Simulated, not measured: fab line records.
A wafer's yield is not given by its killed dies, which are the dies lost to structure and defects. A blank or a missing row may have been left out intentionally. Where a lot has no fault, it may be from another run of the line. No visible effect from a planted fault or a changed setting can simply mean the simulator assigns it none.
One fault seen from 3 desks -- flow n5_finfet -- each desk has only its own numbers; what lay behind them comes last

## THE DEFECT DESK
What the inspections along the route counted, lot by lot: means of the sampled wafers that have a number. Any lot whose mean is over 4 standard deviations away from the usual mean is out of limits and marked OUT; that distance is given in the brackets.
Columns: A = raw_defect_count at N5_BEOL_M5_INSPECT_30, usual 427
lot,first seen here,A
L486,day 9 11:19,406
L487,day 11 15:24,432
L493,day 12 09:11,339
L495,day 12 12:30,376
L494,day 12 19:32,406
L499,day 13 11:29,401
L497,day 13 13:04,351
This desk's finding: nothing out of limits on any of the 7 lots.

## FROM THE METROLOGY DESK
What the gauges read, lot by lot, whatever tool the lot ran on: means of the sampled wafers that have a number. Any lot whose mean is over 4 standard deviations away from the usual mean is out of limits and marked OUT; that distance is given in the brackets.
Columns: A = cd_nm at N5_BEOL_M5_CD_MEAS_28, usual 30.63 nm; B = V4_OVL at N5_BEOL_M5_OVL_MEAS_29, usual -0.2 nm
lot,first seen here,A,B
L486,day 9 11:14,30.93,-0.3
L487,day 11 15:19,30.63,0.0
L493,day 12 09:07,30.86,-0.5
L495,day 12 12:25,30.50,-0.9
L494,day 12 19:27,30.54,0.3
L499,day 13 11:25,30.74,0.5
L497,day 13 12:59,30.67,-0.5
This desk's finding: nothing out of limits on any of the 7 lots.

## TOOL OWNER'S DESK, rie_diel-04
The tool's own readings at N5_BEOL_M5_ETCH_68 (etches SOC in N2/H2, target depth 80 nm, overetch 16 nm, time 120 s): means of the sampled wafers that have a number, for each lot that ran on this tool. Any lot whose mean is over 4 standard deviations away from the usual mean is out of limits and marked OUT; that distance is given in the brackets.
Columns: A = drypump_motor_current_A at N5_BEOL_M5_ETCH_68, usual 5.4 A; B = oes_product_au at N5_BEOL_M5_ETCH_68, usual 0.62 a.u.; C = rf_vpp_V at N5_BEOL_M5_ETCH_68, usual 523.5 V; D = run_length_s at N5_BEOL_M5_ETCH_68, usual 143.1 s; E = showerhead_plenum_p_Torr at N5_BEOL_M5_ETCH_68, usual 2.53 Torr; F = throttle_valve_pct at N5_BEOL_M5_ETCH_68, usual 17.78 %
lot,first seen here,A,B,C,D,E,F
L486,day 9 11:28,5.5,0.72,524.7,143.2,2.56,17.73
L493,day 12 09:19,5.3,0.69,524.2,145.3,2.56,17.91
L495,day 12 12:59,5.7,0.65,526.4,145.2,2.65,17.79
L494,day 12 19:41,5.3,0.61,522.3,147.8 (+8.5) OUT,2.49,17.66
This desk's verdict: out of limits on L494, starting with L494 at day 12 19:41 (run_length_s at N5_BEOL_M5_ETCH_68). Within limits: L486, L493, L495.

## TAKEN TOGETHER
At day 12 19:41, on L494, the tool owner's desk was in a position to raise an alarm.
Nothing out of limits was seen by the defect desk.
Metrology desk: nothing out of limits seen.
The defect desk has L494 on record, within its limits.
The metrology desk holds a record of L494, inside its limits.
Every lot named ran N5_BEOL_M5_ETCH_68 on rie_diel-04.

## WHAT HAD BEEN PUT IN BY THE SIMULATOR
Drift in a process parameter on rie_diel-04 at N5_BEOL_M5_ETCH_68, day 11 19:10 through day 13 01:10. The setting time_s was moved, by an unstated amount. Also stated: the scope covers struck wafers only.
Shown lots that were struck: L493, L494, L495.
Delay in hours, fault start to first out-of-limits reading, by desk: the tool owner's desk at 25.
